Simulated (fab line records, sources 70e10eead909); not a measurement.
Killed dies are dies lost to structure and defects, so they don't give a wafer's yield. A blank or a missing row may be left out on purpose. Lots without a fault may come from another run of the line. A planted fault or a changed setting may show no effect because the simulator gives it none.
Chamber matching | flow nand_harc | NHARC_A_CHANNEL_HOLE_D1_DESCUM_15 on rie_diel-02: 4 sister chambers
The step chemistry O2, time 3 s. 8 wafers are shown with their chamber, then 12 later ones without.

WAFERS WITH THEIR CHAMBER
wafer  | chamber | showerhead_plenum_p_Torr (Torr) | drypump_motor_current_A (A)
L088.1 | 3       | 1.90                            | 5.0
L088.4 | 2       | 1.95                            | 5.8
L088.5 | 1       | 1.99                            | 5.4
L092.5 | 0       | 1.86                            | 5.8
L092.6 | 1       | 1.98                            | 5.4
L093.1 | 3       | 1.89                            | 4.9
L093.2 | 0       | 1.86                            | 5.8
L093.4 | 2       | 1.95                            | 5.8

WAFERS WITHOUT THEIR CHAMBER
wafer  | showerhead_plenum_p_Torr (Torr) | drypump_motor_current_A (A)
L094.2 | 1.95                            | 5.9
L094.4 | 1.86                            | 5.8
L094.5 | 1.98                            | 5.4
L094.1 | 1.98                            | 5.4
L094.3 | 1.89                            | 4.9
L094.6 | 1.86                            | 5.8
L095.2 | 1.86                            | 5.8
L095.3 | 1.89                            | 4.9
L095.6 | 1.89                            | 5.0
L097.3 | 1.86                            | 5.8
L097.5 | 1.89                            | 5.0
L097.6 | 1.86                            | 5.8

WHICH CHAMBER EACH WENT THROUGH
wafer  | from the rows above | in truth
L094.2 | 2                   | 2
L094.4 | 0                   | 0
L094.5 | 1                   | 1
L094.1 | 1                   | 1
L094.3 | 3                   | 3
L094.6 | 0                   | 0
L095.2 | 0                   | 0
L095.3 | 3                   | 3
L095.6 | 3                   | 3
L097.3 | 0                   | 0
L097.5 | 3                   | 3
L097.6 | 0                   | 0
Placed correctly: 12 of 12. Can't be placed from these rows: 0. Placed wrongly: 0.
How it was worked out, from the rows above alone: a wafer's distance from a chamber is the root of the sum, over the readings, of the square of ((its reading less the chamber's mean) divided by the reading's scatter). The wafer belongs to the nearest chamber; if the next one is less than 2 further off, it can't be placed. A chamber's mean is the mean of its shown wafers. The scatter: the root of (the sum of the squares of (reading less its chamber's mean) over the shown wafers, divided by (wafers less chambers)).
